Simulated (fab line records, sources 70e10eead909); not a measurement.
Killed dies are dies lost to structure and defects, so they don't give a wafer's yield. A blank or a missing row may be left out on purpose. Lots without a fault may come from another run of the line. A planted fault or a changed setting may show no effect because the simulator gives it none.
fab line records | flow nand_harc | part 1 of 2: steps 1 to 4 of 6
record lots=20 wafers=60 last_day=25
route steps=1159 shown A_STAIRCASE@549
lots that met no fault: from a run of the same line without faults
start_h: hours from the record's first day to the start of the lot's first wafer shown | wait_h: hours since the lot's step before | " the same as in the row above | L1.1+2: a row that stands for several wafers | - no value, or no start given | * or withheld: withheld | < > ~ a bound
route shown NAME@n: a module of which the file shows steps, and the number in the route of the first | usual: mean/standard deviation of fault-free wafers | same: alike in all rows | chamber/n: place in a boat | sites: the reading at each site | _std_site: their standard deviation | _edge_site: outer sites' mean less inner sites' | radius_mm: how far each site lies from the wafer's centre | mask NAME#n: copy n | behind: the tool/chamber that last shaped the wafer | hold: why the lot was held/for how many hours/how that ended | device: the transistor (n, p or np) that didn't switch | end of line: the same wafers' tests at the end of the route | a step without rows: its recipe alone | killed: dies lost to structure and defects at the first sort, not the wafer's yield | map: a wafer's dies, x killed, . not, _ none there
set.NAME: the setting as run; set.NAME@STEP: as run at that earlier step | model.NAME: the simulator's own value behind a step, which no gauge read
steps of the route over a sample of lots; a table a step, a row a wafer
services: from which hour (start_h, from the record's first day; less than 0 if before it) a tool's chamber was out of use, for how many hours, and why
## steps
# step NHARC_A_STAIRCASE_ETCH_13
# recipe target_depth_a=1000 time_s=40.5 ion_energy_ev=400 c4f8_flow_sccm=20 o2_flow_sccm=10 ar_flow_sccm=withheld rf_w=600 bias_w=1000 chemistry=C4F8/O2
# usual chamber_pressure_mTorr=25.000/0.021 oes_product_au=0.934/0.014 rf_vpp_V=896/5.8
# columns lot.wafer tool chamber start_h wait_h chamber_pressure_mTorr oes_product_au rf_hours_counter_h rf_vpp_V
L075.1 rie_diel-02 2 - - 24.971 0.966 33 903
L075.3 " 3 " " 25.017 0.944 32 888
L075.2 " 0 " " 24.991 0.940 35 898
L077.1 rie_diel-05 0 - - 25.007 0.949 29 897
L077.3 " 1 " " 24.957 0.939 28 891
L077.6 " 1 " " 25.000 0.941 - 891
L076.4 rie_diel-13 2 - - 24.987 0.955 55 901
L076.1 " 3 " " 25.017 0.924 53 888
L076.6 " 2 " " 24.999 0.957 - 900
L079.1 rie_diel-02 0 - - 24.992 0.927 37 900
L079.2 " 1 " " 24.998 0.928 36 897
L079.6 " 1 " " 24.984 0.939 - 897
L078.3 rie_diel-05 1 - - 24.984 0.927 32 891
L078.1 " 3 " " 24.993 0.920 27 900
L078.6 " 1 " " 25.037 0.916 - 891
L081.3 rie_diel-02 3 - - 25.002 0.943 43 886
L081.4 " 0 " " 24.990 0.933 45 900
L081.2 " 1 " " 25.016 0.937 46 899
L083.3 rie_diel-05 1 - - 24.971 0.945 43 890
L083.1 " 3 " " 24.991 0.927 36 898
L083.4 " 0 " " 25.030 0.948 43 896
L080.4 rie_diel-02 1 - - 24.944 0.926 49 897
L080.3 " 2 " " 25.008 0.937 48 905
L080.1 " 3 " " 24.997 0.932 48 887
L082.3 rie_diel-13 0 - - 25.031 0.933 1 894
L082.1 " 2 " " 25.021 0.941 1 900
L082.5 " 0 " " 25.024 0.934 - 895
L084.4 rie_diel-13 1 - - 24.978 0.937 3 887
L084.3 " 2 " " 25.001 0.968 3 900
L084.2 " 3 " " 25.040 0.933 3 888
L089.3 rie_diel-05 2 - - 25.029 0.912 42 899
L089.5 " 0 " " 24.992 0.926 - 897
L089.6 " 1 " " 25.007 0.928 - 890
L085.3 rie_diel-02 1 - - 24.975 0.917 58 895
L085.1 " 3 " " 25.035 0.926 56 887
L085.4 " 0 " " 24.999 0.911 57 898
L086.3 rie_diel-05 2 - - 25.009 0.907 44 901
L086.4 " 3 " " 25.023 0.907 46 899
L086.6 " 1 " " 24.992 0.921 - 889
L091.4 rie_diel-02 1 - - 24.995 0.950 0 897
L091.3 " 3 " " 25.008 0.957 0 907
L091.2 " 0 " " 24.982 0.951 0 900
L093.2 rie_diel-02 1 - - 24.982 0.924 4 895
L093.3 " 2 " " 25.040 0.944 4 905
L093.6 " 2 " " 25.009 0.944 - 905
L092.2 rie_diel-02 2 - - 25.018 0.942 6 904
L092.6 " 2 " " 24.961 0.936 - 904
L092.5 " 0 " " 25.013 0.927 - 897
L094.2 rie_diel-05 2 - - 24.996 0.936 0 897
L094.3 " 0 " " 25.029 0.932 0 896
L094.5 " 2 " " 25.014 0.930 - 898
L096.4 rie_diel-13 2 - - 24.999 0.925 24 900
L096.6 " 3 " " 24.988 0.923 - 887
L096.5 " 0 " " 25.020 0.931 - 896
L095.2 rie_diel-02 3 - - 25.002 0.944 2 906
L095.1 " 0 " " 24.995 0.952 11 897
L095.4 " 1 " " 25.012 0.945 12 896
L097.2 rie_diel-02 2 - - 24.983 0.947 15 904
L097.1 " 0 " " 24.999 0.928 16 899
L097.5 " 1 " " 25.029 0.923 - 897
# step NHARC_A_STAIRCASE_TRIM_20
# recipe time_s=211.2 o2_flow_sccm=500 ar_flow_sccm=0 bias_w=0 chemistry=O2
# usual chamber_pressure_mTorr=60.00/0.053 drypump_motor_current_A=5.7/0.42 oes_product_au=0.997/0.0098 rf_vpp_V=57.8/0.85 showerhead_plenum_p_Torr=3.53/0.17 throttle_valve_pct=17.038/0.009
# columns lot.wafer tool chamber start_h wait_h chamber_pressure_mTorr drypump_motor_current_A oes_product_au rf_hours_counter_h rf_vpp_V showerhead_plenum_p_Torr throttle_valve_pct
L075.2 rie_diel-13 2 247.26 0.1 59.97 5.3 0.990 53 58.2 3.65 17.034
L075.3 " 3 " " 59.96 6.1 0.988 51 56.9 3.30 17.040
L075.1 " 0 " " 60.04 5.6 1.003 50 57.0 3.53 17.054
L077.3 rie_diel-05 1 249.32 0.1 59.91 5.6 0.995 28 57.3 3.39 17.027
L077.1 " 2 " " 59.99 5.6 0.981 22 58.3 3.61 17.033
L077.6 " 0 " " 59.98 6.3 0.992 - 57.5 3.55 17.047
L079.2 rie_diel-02 2 252.77 0.1 60.00 5.0 1.015 35 57.7 3.79 17.046
L079.1 " 0 " " 60.09 5.6 0.989 37 58.2 3.62 17.052
L079.6 " 2 " " 60.09 5.0 1.014 - 56.5 3.79 17.042
L076.4 rie_diel-13 3 252.85 0.1 60.07 6.1 0.988 54 58.2 3.29 17.048
L076.1 " 0 " " 59.99 5.6 0.994 52 58.3 3.53 17.022
L076.6 " 2 " " 59.89 5.3 0.990 - 57.6 3.65 17.041
L078.3 rie_diel-02 1 258.25 0.1 60.03 6.1 0.991 39 59.0 3.55 17.034
L078.1 " 2 " " 60.00 5.0 1.002 39 58.5 3.79 17.039
L078.6 " 2 " " 59.99 5.0 1.011 - 59.2 3.79 17.044
L081.3 rie_diel-02 0 277.85 0.1 59.99 5.6 0.991 45 58.2 3.61 17.035
L081.2 " 2 " " 59.98 5.0 1.012 45 58.4 3.78 17.037
L081.4 " 3 " " 60.08 6.3 1.007 43 57.6 3.27 17.042
L083.3 rie_diel-05 3 286.07 0.1 60.09 5.3 0.981 36 58.8 3.61 17.040
L083.4 " 0 " " 59.86 6.3 0.997 44 57.5 3.54 17.041
L083.1 " 1 " " 59.94 5.6 0.992 43 57.6 3.38 17.027
L080.3 rie_diel-02 0 287.61 0.1 59.97 5.6 0.990 51 57.8 3.61 17.022
L080.4 " 2 " " 60.06 5.0 0.997 49 58.8 3.78 17.042
L080.1 " 3 " " 60.05 6.3 0.980 49 56.5 3.27 17.033
L082.1 rie_diel-02 1 291.09 0.1 60.06 6.1 0.982 50 57.2 3.55 17.027
L082.3 " 3 " " 59.97 6.3 0.997 50 58.4 3.27 17.040
L082.5 " 1 " " 60.03 6.1 0.988 - 58.5 3.55 17.047
L084.2 rie_diel-02 2 294.96 0.1 60.02 5.0 1.004 51 57.8 3.78 17.036
L084.4 " 3 " " 60.01 6.4 1.000 51 56.2 3.27 17.036
L084.3 " 0 " " 59.99 5.6 0.994 54 58.2 3.61 17.049
L089.3 rie_diel-13 1 312.86 0.1 60.00 5.8 0.991 8 57.7 3.30 17.031
L089.5 " 2 " " 59.93 5.3 1.012 - 57.9 3.64 17.020
L089.6 " 3 " " 59.95 6.1 0.986 - 56.8 3.29 17.043
L085.4 rie_diel-02 0 313.54 0.1 59.98 5.6 1.011 57 56.8 3.61 17.041
L085.1 " 1 " " 59.99 6.1 0.990 59 59.1 3.54 17.038
L085.3 " 2 " " 60.05 5.0 1.004 57 58.8 3.77 17.028
L086.4 rie_diel-13 1 315.53 0.1 59.96 5.8 0.983 9 57.5 3.30 17.039
L086.3 " 3 " " 60.10 6.1 1.011 9 58.4 3.28 17.037
L086.6 " 1 " " 59.95 5.8 0.975 - 57.3 3.30 17.042
L091.4 rie_diel-02 3 339.11 0.1 59.89 6.4 1.005 0 59.2 3.81 17.029
L091.3 " 1 " " 59.99 6.1 1.002 0 59.1 3.54 17.039
L091.2 " 2 " " 60.03 5.0 1.010 1 58.4 3.77 17.029
L093.3 rie_diel-13 3 347.90 0.1 60.02 6.1 0.990 25 57.2 3.28 17.026
L093.2 " 1 " " 59.95 5.8 0.982 24 58.1 3.29 17.030
L093.6 " 1 " " 60.09 5.8 0.978 - 57.6 3.29 17.044
L092.2 rie_diel-02 1 351.03 0.1 60.00 6.1 1.002 7 57.7 3.53 17.038
L092.5 " 1 " " 60.00 6.1 0.993 - 57.5 3.53 17.028
L092.6 " 2 " " 60.03 5.0 1.017 - 58.4 3.77 17.040
L094.3 rie_diel-05 1 351.32 0.1 60.00 5.6 1.004 1 57.7 3.37 17.035
L094.2 " 3 " " 59.99 5.4 1.007 1 57.7 3.60 17.037
L094.5 " 1 " " 60.00 5.6 1.007 - 56.9 3.37 17.034
L096.4 rie_diel-02 2 360.45 0.1 59.92 5.0 1.014 12 60.0 3.76 17.047
L096.5 " 1 " " 59.96 6.1 0.994 - 57.9 3.53 17.026
L096.6 " 2 " " 60.01 5.0 1.015 - 57.2 3.76 17.029
L095.1 rie_diel-13 1 360.77 0.1 59.96 5.8 0.990 31 57.4 3.29 17.026
L095.2 " 3 " " 59.94 6.1 1.002 32 56.0 3.27 17.032
L095.4 " 0 " " 60.01 5.6 0.993 31 58.2 3.51 17.035
L097.1 rie_diel-13 2 373.66 0.1 59.94 5.3 1.013 29 57.0 3.62 17.037
L097.2 " 0 " " 60.05 5.6 0.988 36 56.9 3.51 17.041
L097.5 " 2 " " 60.03 5.3 1.001 - 58.2 3.62 17.054
# step NHARC_A_STAIRCASE_TRIM_22
# recipe time_s=211.2 o2_flow_sccm=500 ar_flow_sccm=0 bias_w=0 chemistry=O2
# usual chamber_pressure_mTorr=60.00/0.053 drypump_motor_current_A=5.7/0.43 oes_product_au=0.997/0.0097 rf_vpp_V=57.7/0.85 showerhead_plenum_p_Torr=3.52/0.17 throttle_valve_pct=17.035/0.0094
# columns lot.wafer tool chamber start_h wait_h chamber_pressure_mTorr drypump_motor_current_A oes_product_au rf_hours_counter_h rf_vpp_V showerhead_plenum_p_Torr throttle_valve_pct
L075.2 rie_diel-13 2 - - 60.04 5.3 0.990 53 57.5 3.65 17.043
L075.3 " 3 " " 60.05 6.1 0.979 51 57.3 3.29 17.030
L075.1 " 1 " " 59.96 5.8 0.979 48 57.9 3.31 17.022
L077.3 rie_diel-05 2 - - 60.07 5.7 0.995 23 57.1 3.61 17.024
L077.1 " 1 " " 60.01 5.6 1.000 28 57.9 3.39 17.043
L077.6 " 1 " " 60.03 5.6 0.996 - 59.4 3.39 17.041
L079.2 rie_diel-02 2 - - 60.03 5.0 1.005 35 58.0 3.79 17.030
L079.1 " 1 " " 59.99 6.1 0.995 37 57.0 3.55 17.035
L079.6 " 2 " " 59.99 5.0 1.005 - 58.7 3.79 17.043
L076.1 rie_diel-13 3 - - 59.99 6.1 0.979 54 56.2 3.29 17.041
L076.4 " 0 " " 60.00 5.6 0.994 53 58.1 3.53 17.036
L076.6 " 0 " " 60.06 5.6 0.993 - 58.5 3.53 17.015
L078.3 rie_diel-02 3 - - 60.07 6.3 1.002 37 57.5 3.28 17.030
L078.1 " 0 " " 60.02 5.6 0.995 39 58.6 3.62 17.012
L078.6 " 3 " " 60.02 6.3 0.990 - 56.7 3.28 17.034
L081.2 rie_diel-02 3 - - 59.93 6.3 0.997 43 58.1 3.27 17.036
L081.4 " 0 " " 59.94 5.6 0.995 46 58.8 3.61 17.039
L081.3 " 1 " " 60.01 6.1 0.992 46 57.6 3.55 17.029
L083.4 rie_diel-05 1 - - 60.06 5.6 0.999 43 57.4 3.38 17.042
L083.1 " 2 " " 59.94 5.7 0.975 35 59.5 3.61 17.040
L083.3 " 3 " " 60.02 5.3 0.993 36 56.6 3.61 17.043
L080.4 rie_diel-02 3 - - 60.09 6.3 0.998 49 55.2 3.27 17.036
L080.3 " 0 " " 59.95 5.6 1.000 51 58.0 3.61 17.037
L080.1 " 1 " " 59.94 6.1 0.987 50 57.5 3.55 17.038
L082.1 rie_diel-02 0 - - 59.98 5.6 0.985 52 59.2 3.61 17.044
L082.3 " 2 " " 60.01 5.1 1.001 50 59.0 3.78 17.037
L082.5 " 3 " " 60.02 6.3 0.994 - 57.3 3.27 17.037
L084.4 rie_diel-02 2 - - 60.04 5.0 1.005 51 57.5 3.78 17.024
L084.2 " 3 " " 59.89 6.3 0.993 52 57.4 3.27 17.050
L084.3 " 0 " " 59.92 5.6 0.995 54 57.1 3.61 17.043
L089.3 rie_diel-13 3 - - 59.97 6.1 0.997 8 57.2 3.29 17.042
L089.6 " 0 " " 60.03 5.6 1.003 - 58.5 3.52 17.020
L089.5 " 1 " " 59.97 5.8 0.972 - 56.3 3.30 17.026
L085.1 rie_diel-02 3 - - 60.08 6.3 0.987 57 58.1 3.27 17.034
L085.3 " 0 " " 60.02 5.6 0.996 57 59.0 3.61 17.047
L085.4 " 2 " " 59.98 5.1 1.008 57 57.5 3.78 17.030
L086.4 rie_diel-13 3 - - 60.11 6.1 0.993 9 58.0 3.29 17.033
L086.3 " 2 " " 59.94 5.3 1.010 9 57.8 3.64 17.034
L086.6 " 3 " " 59.91 6.1 0.994 - 58.0 3.29 17.022
L091.3 rie_diel-02 1 - - 59.97 6.1 0.979 1 57.1 3.54 17.048
L091.4 " 2 " " 60.01 5.0 1.009 1 59.5 3.77 17.047
L091.2 " 3 " " 59.97 6.4 1.015 1 57.6 3.81 17.036
L093.3 rie_diel-13 3 - - 59.99 6.1 0.999 25 57.1 3.28 17.040
L093.2 " 1 " " 60.06 5.8 0.982 24 58.3 3.29 17.040
L093.6 " 1 " " 59.98 5.8 0.983 - 56.4 3.29 17.046
L092.2 rie_diel-02 2 - - 59.96 5.0 1.019 7 58.0 3.77 17.054
L092.5 " 1 " " 60.05 6.1 0.994 - 56.7 3.53 17.039
L092.6 " 2 " " 59.96 5.0 1.007 - 56.9 3.77 17.038
L094.2 rie_diel-05 2 - - 60.00 5.7 0.998 1 58.5 3.60 17.051
L094.3 " 1 " " 59.99 5.6 1.005 1 57.2 3.37 17.038
L094.5 " 3 " " 59.96 5.3 1.004 - 57.6 3.60 17.041
L096.4 rie_diel-02 2 - - 59.91 5.0 1.012 12 59.7 3.76 17.047
L096.6 " 1 " " 60.02 6.1 0.995 - 58.5 3.53 17.041
L096.5 " 2 " " 60.05 5.0 1.008 - 57.4 3.76 17.053
L095.4 rie_diel-13 3 - - 59.96 6.1 0.993 32 56.1 3.27 17.033
L095.2 " 1 " " 60.02 5.8 0.984 32 57.7 3.29 17.042
L095.1 " 2 " " 59.98 5.3 1.005 26 57.9 3.63 17.032
L097.1 rie_diel-13 0 - - 59.90 5.6 0.985 37 57.7 3.51 17.043
L097.2 " 2 " " 60.03 5.3 1.002 29 58.3 3.62 17.027
L097.5 " 0 " " 59.97 5.6 0.989 - 58.0 3.51 17.040
# step NHARC_A_STAIRCASE_TRIM_24
# recipe time_s=211.2 o2_flow_sccm=500 ar_flow_sccm=0 bias_w=0 chemistry=O2
# usual chamber_pressure_mTorr=60.00/0.054 drypump_motor_current_A=5.7/0.44 oes_product_au=0.995/0.01 rf_vpp_V=57.8/0.86 showerhead_plenum_p_Torr=3.53/0.17 throttle_valve_pct=17.037/0.0086
# columns lot.wafer tool chamber start_h wait_h chamber_pressure_mTorr drypump_motor_current_A oes_product_au rf_hours_counter_h rf_vpp_V showerhead_plenum_p_Torr throttle_valve_pct
L075.2 rie_diel-13 2 - - 60.01 5.3 0.999 53 58.2 3.65 17.027
L075.1 " 3 " " 59.95 6.1 0.980 51 56.7 3.30 17.033
L075.3 " 1 " " 60.02 5.8 0.978 49 58.1 3.31 17.048
L077.1 rie_diel-05 2 - - 60.05 5.7 0.985 23 58.3 3.61 17.027
L077.3 " 0 " " 59.95 6.3 0.982 30 58.3 3.55 17.037
L077.6 " 0 " " 59.93 6.3 1.003 - 56.5 3.55 17.046
L079.2 rie_diel-02 2 - - 60.02 5.0 0.995 35 59.4 3.79 17.031
L079.1 " 0 " " 60.03 5.6 0.986 37 59.2 3.62 17.039
L079.6 " 2 " " 59.99 5.0 1.003 - 58.8 3.79 17.025
L076.1 rie_diel-13 1 - - 60.09 5.8 0.981 51 57.5 3.31 17.048
L076.4 " 2 " " 60.05 5.3 0.999 56 57.4 3.65 17.040
L076.6 " 1 " " 59.96 5.8 0.981 - 57.7 3.31 17.031
L078.1 rie_diel-02 1 - - 59.99 6.1 0.992 39 57.7 3.55 17.033
L078.3 " 0 " " 59.96 5.6 0.994 39 57.1 3.62 17.033
L078.6 " 1 " " 59.91 6.1 0.997 - 56.5 3.55 17.034
L081.3 rie_diel-02 1 - - 59.95 6.1 0.988 46 57.9 3.55 17.021
L081.2 " 2 " " 59.98 5.0 1.004 45 57.6 3.78 17.041
L081.4 " 0 " " 60.03 5.6 0.989 46 57.3 3.61 17.039
L083.1 rie_diel-05 1 - - 59.93 5.6 1.009 43 57.8 3.38 17.035
L083.3 " 2 " " 59.95 5.7 0.989 35 58.5 3.61 17.030
L083.4 " 3 " " 60.06 5.3 0.984 36 58.1 3.61 17.050
L080.3 rie_diel-02 2 - - 60.08 5.0 1.013 49 57.5 3.78 17.044
L080.1 " 3 " " 60.12 6.3 0.987 49 58.1 3.27 17.046
L080.4 " 1 " " 60.03 6.1 0.985 50 58.1 3.55 17.039
L082.3 rie_diel-02 2 - - 60.07 5.0 0.996 50 58.2 3.78 17.044
L082.1 " 3 " " 60.00 6.3 0.994 50 57.7 3.27 17.031
L082.5 " 1 " " 59.94 6.1 0.989 - 56.4 3.55 17.047
L084.2 rie_diel-02 1 - - 59.95 6.1 0.996 52 57.8 3.55 17.039
L084.3 " 2 " " 59.97 5.0 1.018 52 58.3 3.78 17.043
L084.4 " 0 " " 59.95 5.6 0.998 54 57.9 3.61 17.034
L089.3 rie_diel-13 1 - - 60.04 5.8 0.971 8 56.3 3.30 17.023
L089.6 " 0 " " 59.98 5.6 0.989 - 58.7 3.52 17.044
L089.5 " 1 " " 60.02 5.8 0.986 - 56.8 3.30 17.034
L085.1 rie_diel-02 0 - - 59.93 5.6 0.996 57 58.6 3.61 17.050
L085.4 " 1 " " 59.98 6.1 0.990 59 58.7 3.54 17.043
L085.3 " 3 " " 60.11 6.3 0.992 57 57.7 3.27 17.037
L086.4 rie_diel-13 1 - - 59.92 5.8 0.986 10 57.7 3.30 17.033
L086.3 " 0 " " 59.91 5.6 1.001 10 56.0 3.52 17.029
L086.6 " 1 " " 60.02 5.8 0.981 - 58.3 3.30 17.040
L091.4 rie_diel-02 0 - - 59.98 5.6 0.997 1 57.8 3.60 17.035
L091.3 " 1 " " 60.06 6.1 0.992 1 56.4 3.54 17.047
L091.2 " 3 " " 60.05 6.3 1.001 1 57.8 3.81 17.025
L093.2 rie_diel-13 3 - - 60.04 6.1 0.993 25 57.3 3.28 17.029
L093.3 " 0 " " 60.02 5.6 0.988 25 58.1 3.52 17.041
L093.6 " 0 " " 60.04 5.6 0.989 - 59.0 3.52 17.019
L094.3 rie_diel-05 3 - - 60.02 5.4 1.012 1 58.2 3.60 17.042
L094.2 " 2 " " 60.02 5.7 1.007 1 58.1 3.60 17.040
L094.5 " 0 " " 59.95 6.3 1.003 - 58.1 3.53 17.025
L092.2 rie_diel-02 2 - - 60.03 5.0 1.011 9 57.8 3.77 17.048
L092.6 " 2 " " 60.06 5.0 1.019 - 58.0 3.77 17.020
L092.5 " 0 " " 59.99 5.6 0.989 - 57.2 3.60 17.030
L096.4 rie_diel-02 3 - - 59.94 6.4 1.010 3 58.7 3.81 17.048
L096.5 " 1 " " 59.99 6.1 0.995 - 57.8 3.53 17.040
L096.6 " 2 " " 60.08 5.0 1.001 - 59.1 3.76 17.028
L095.4 rie_diel-13 3 - - 59.96 6.1 0.981 32 56.4 3.27 17.035
L095.1 " 0 " " 60.10 5.6 0.989 32 58.0 3.51 17.031
L095.2 " 2 " " 59.98 5.3 0.998 26 59.2 3.63 17.011
L097.2 rie_diel-13 3 - - 60.10 6.1 0.992 36 56.5 3.27 17.043
L097.1 " 0 " " 59.88 5.6 0.985 37 58.5 3.51 17.026
L097.5 " 2 " " 60.03 5.3 1.002 - 58.2 3.62 17.044
